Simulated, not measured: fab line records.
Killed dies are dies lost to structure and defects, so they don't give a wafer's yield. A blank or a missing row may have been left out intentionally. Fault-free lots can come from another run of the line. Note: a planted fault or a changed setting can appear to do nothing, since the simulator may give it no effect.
Matching of chambers :: flow n5Finfet :: cmp-03 running N5_BEOL_M5_CMP_52: 4 sister chambers
The step polishes, stops on SiCOH lowk, t overpolish 6.9 s, target thk 62 nm. 4 wafers are shown with their chamber, then 10 later ones without.

## WAFERS, EACH WITH ITS CHAMBER
wafer: L087.5
chamber: 3
motorCurrentA (A): 6.1

wafer: L076.6
chamber: 0
motorCurrentA (A): 5.5

wafer: L089.2
chamber: 1
motorCurrentA (A): 6.9

wafer: L089.3
chamber: 2
motorCurrentA (A): 6.5

## WAFERS WITHOUT THEIR CHAMBER
wafer: L089.5
motorCurrentA (A): 6.4

wafer: L091.2
motorCurrentA (A): 6.4

wafer: L091.5
motorCurrentA (A): 6.1

wafer: L091.6
motorCurrentA (A): 6.3

wafer: L094.1
motorCurrentA (A): 6.2

wafer: L094.3
motorCurrentA (A): 5.4

wafer: L094.4
motorCurrentA (A): 6.3

wafer: L095.2
motorCurrentA (A): 6.0

wafer: L095.5
motorCurrentA (A): 6.2

wafer: L095.6
motorCurrentA (A): 6.3

## WHICH CHAMBER EACH WENT THROUGH
wafer: L089.5
from the rows above: can't be placed: 2 or 3
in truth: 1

wafer: L091.2
from the rows above: can't be placed: 2 or 3
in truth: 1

wafer: L091.5
from the rows above: 3
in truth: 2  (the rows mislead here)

wafer: L091.6
from the rows above: can't be placed: 2 or 3
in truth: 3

wafer: L094.1
from the rows above: can't be placed: 3 or 2
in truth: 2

wafer: L094.3
from the rows above: 0
in truth: 0

wafer: L094.4
from the rows above: can't be placed: 2 or 3
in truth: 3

wafer: L095.2
from the rows above: 3
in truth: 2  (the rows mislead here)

wafer: L095.5
from the rows above: can't be placed: 3 or 2
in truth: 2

wafer: L095.6
from the rows above: can't be placed: 2 or 3
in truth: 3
Placed correctly: 1 of 10. Unplaceable from these rows: 7, with the true chamber sitting among the candidates in 5. 2 placed wrongly.
How it was worked out, from the rows above alone: a wafer's distance from a chamber is the root of the sum, over the readings, of the square of ((its reading less the chamber's mean) divided by the reading's scatter). The wafer belongs to the nearest chamber; if the next one is less than 2 further off, it can't be placed. For every chamber, the mean is computed from those of its wafers that are shown. The scatter: with one shown wafer a chamber, the root of the mean of the squares of how far each hidden wafer lies from its nearest shown one.
